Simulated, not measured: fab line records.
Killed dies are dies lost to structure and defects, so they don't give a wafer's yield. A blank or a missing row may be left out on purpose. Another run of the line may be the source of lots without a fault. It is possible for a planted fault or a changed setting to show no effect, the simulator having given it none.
Matching of chambers + flow nand harc + NHARC_A_M0_STRIP_18 on rie diel-08: 4 sister chambers
The step strips in N2/H2. 20 wafers are shown with their chamber, then 10 later ones without.

## WAFERS, EACH WITH ITS CHAMBER
| wafer  | chamber | showerhead plenum p Torr (Torr) | drypump motor current A (A) | oes product au (a.u.) |
|--------|---------|---------------------------------|-----------------------------|-----------------------|
| L075.4 | 3       | 2.04                            | 5.7                         | 0.984                 |
| L075.5 | 1       | 1.90                            | 5.9                         | 0.993                 |
| L075.6 | 0       | 2.02                            | 6.4                         | 1.010                 |
| L074.1 | 2       | 1.97                            | 5.4                         | 1.000                 |
| L074.2 | 1       | 1.90                            | 6.0                         | 0.989                 |
| L074.6 | 1       | 1.90                            | 6.0                         | 0.990                 |
| L083.1 | 0       | 2.02                            | 6.3                         | 1.000                 |
| L083.4 | 0       | 2.02                            | 6.3                         | 0.998                 |
| L083.6 | 1       | 1.90                            | 6.0                         | 0.982                 |
| L088.4 | 1       | 1.90                            | 5.9                         | 0.989                 |
| L088.5 | 3       | 2.04                            | 5.6                         | 0.980                 |
| L088.6 | 0       | 2.02                            | 6.3                         | 1.009                 |
| L087.1 | 1       | 1.90                            | 5.9                         | 1.003                 |
| L087.2 | 3       | 2.04                            | 5.6                         | 0.981                 |
| L087.4 | 2       | 1.96                            | 5.4                         | 0.996                 |
| L093.3 | 1       | 1.90                            | 6.0                         | 1.012                 |
| L093.5 | 3       | 2.04                            | 5.7                         | 0.983                 |
| L093.6 | 2       | 1.96                            | 5.3                         | 1.004                 |
| L094.1 | 0       | 2.01                            | 6.3                         | 0.993                 |
| L094.2 | 3       | 2.04                            | 5.7                         | 0.985                 |

SIGNATURES, as means of the wafers listed above
| reading                  | chamber 0 | chamber 1 | chamber 2 | chamber 3 | scatter within a chamber |
|--------------------------|-----------|-----------|-----------|-----------|--------------------------|
| showerhead plenum p Torr | 2.0180    | 1.9000    | 1.9633    | 2.0400    | 0.00303                  |
| drypump motor current A  | 6.320     | 5.957     | 5.367     | 5.660     | 0.0523                   |
| oes product au           | 1.00200   | 0.99400   | 1.00000   | 0.98260   | 0.00741                  |
Rule: distance of a wafer from a chamber = root of the sum over the readings of ((wafer's reading minus chamber's mean) / reading's scatter) squared. The wafer belongs to the nearest chamber; if the next one is less than 2 further off, it can't be placed. The scatter: take each reading less its chamber's mean, square it, sum over the shown wafers, divide by the number of wafers less the number of chambers, and take the root.

## WAFERS WITH NO CHAMBER GIVEN
| wafer  | showerhead plenum p Torr (Torr) | drypump motor current A (A) | oes product au (a.u.) |
|--------|---------------------------------|-----------------------------|-----------------------|
| L094.6 | 2.04                            | 5.7                         | 0.991                 |
| L092.1 | 2.04                            | 5.7                         | 0.994                 |
| L092.3 | 1.96                            | 5.3                         | 1.012                 |
| L092.4 | 1.90                            | 5.9                         | 1.000                 |
| L095.3 | 2.04                            | 5.6                         | 0.992                 |
| L095.5 | 2.01                            | 6.3                         | 0.992                 |
| L095.6 | 1.90                            | 6.0                         | 0.993                 |
| L097.1 | 1.90                            | 6.0                         | 1.002                 |
| L097.2 | 1.96                            | 5.3                         | 1.005                 |
| L097.4 | 2.01                            | 6.3                         | 0.998                 |

## EACH ONE'S CHAMBER
| wafer  | from the rows above | in truth |
|--------|---------------------|----------|
| L094.6 | 3                   | 3        |
| L092.1 | 3                   | 3        |
| L092.3 | 2                   | 2        |
| L092.4 | 1                   | 1        |
| L095.3 | 3                   | 3        |
| L095.5 | 0                   | 0        |
| L095.6 | 1                   | 1        |
| L097.1 | 1                   | 1        |
| L097.2 | 2                   | 2        |
| L097.4 | 0                   | 0        |
Placed correctly: 10 of 10. Can't be placed from these rows: 0. Number placed wrongly: 0.
